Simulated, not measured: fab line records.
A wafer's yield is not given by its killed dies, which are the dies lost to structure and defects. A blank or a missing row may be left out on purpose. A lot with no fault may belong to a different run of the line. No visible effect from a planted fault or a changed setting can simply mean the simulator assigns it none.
Matching of chambers	flow n5 finfet	4 sister chambers for N5_BEOL_M0_SAQP_ALD_48 on ald sin-04
The step deposits SiO2, target thk 20 nm, pulse time 1 s, co reactant pulse time 1 s. 16 wafers are shown with their chamber, then 8 later ones without.

## WAFERS PAIRED WITH THEIR CHAMBERS
wafer	chamber	heater power w (W)	precursor pulse height rel
L076.1	1	72	1.016
L076.2	2	71	0.997
L076.3	0	87	0.974
L078.1	3	80	0.955
L078.5	0	88	0.981
L078.6	1	70	0.968
L081.1	1	72	1.031
L081.3	2	70	0.979
L081.6	2	69	1.006
L084.1	3	85	0.980
L084.5	1	71	1.025
L084.6	2	74	1.027
L085.1	1	73	0.999
L085.4	3	83	1.006
L085.6	3	81	1.007
L087.1	0	87	0.995

SIGNATURES (means of the wafers above)
reading	chamber 0	chamber 1	chamber 2	chamber 3	scatter within a chamber
heater power w	87.33	71.60	71.00	82.25	1.7
precursor pulse height rel	0.98333	1.00780	1.00225	0.98700	0.022
Rule: for each reading, subtract the chamber's mean from the wafer's reading, divide by that reading's scatter and square the result; add these up over the readings and take the root, which gives the wafer's distance from the chamber. If the next closest chamber is less than 2 further off than the closest, the wafer can't be placed; otherwise it belongs to the closest. The scatter is the square root of a quotient: the sum, over the shown wafers, of each reading's squared deviation from its chamber's mean, divided by wafers minus chambers.

## WAFERS MISSING THEIR CHAMBER
wafer	heater power w (W)	precursor pulse height rel
L087.3	71	1.004
L087.5	70	1.001
L088.1	71	1.038
L088.2	72	0.990
L088.4	86	1.000
L091.4	71	0.996
L091.5	72	1.015
L091.6	72	1.012

## WHICH CHAMBER EACH WENT THROUGH
wafer	from the rows above	in truth
L087.3	can't be placed: 2 or 1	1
L087.5	can't be placed: 2 or 1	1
L088.1	can't be placed: 1 or 2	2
L088.2	can't be placed: 2 or 1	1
L088.4	can't be placed: 0 or 3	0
L091.4	can't be placed: 2 or 1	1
L091.5	can't be placed: 1 or 2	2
L091.6	can't be placed: 1 or 2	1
Correctly placed: 0 of 8. From these rows, 8 cannot be placed; in 8 the true chamber is one of the candidates. 0 placed wrongly.
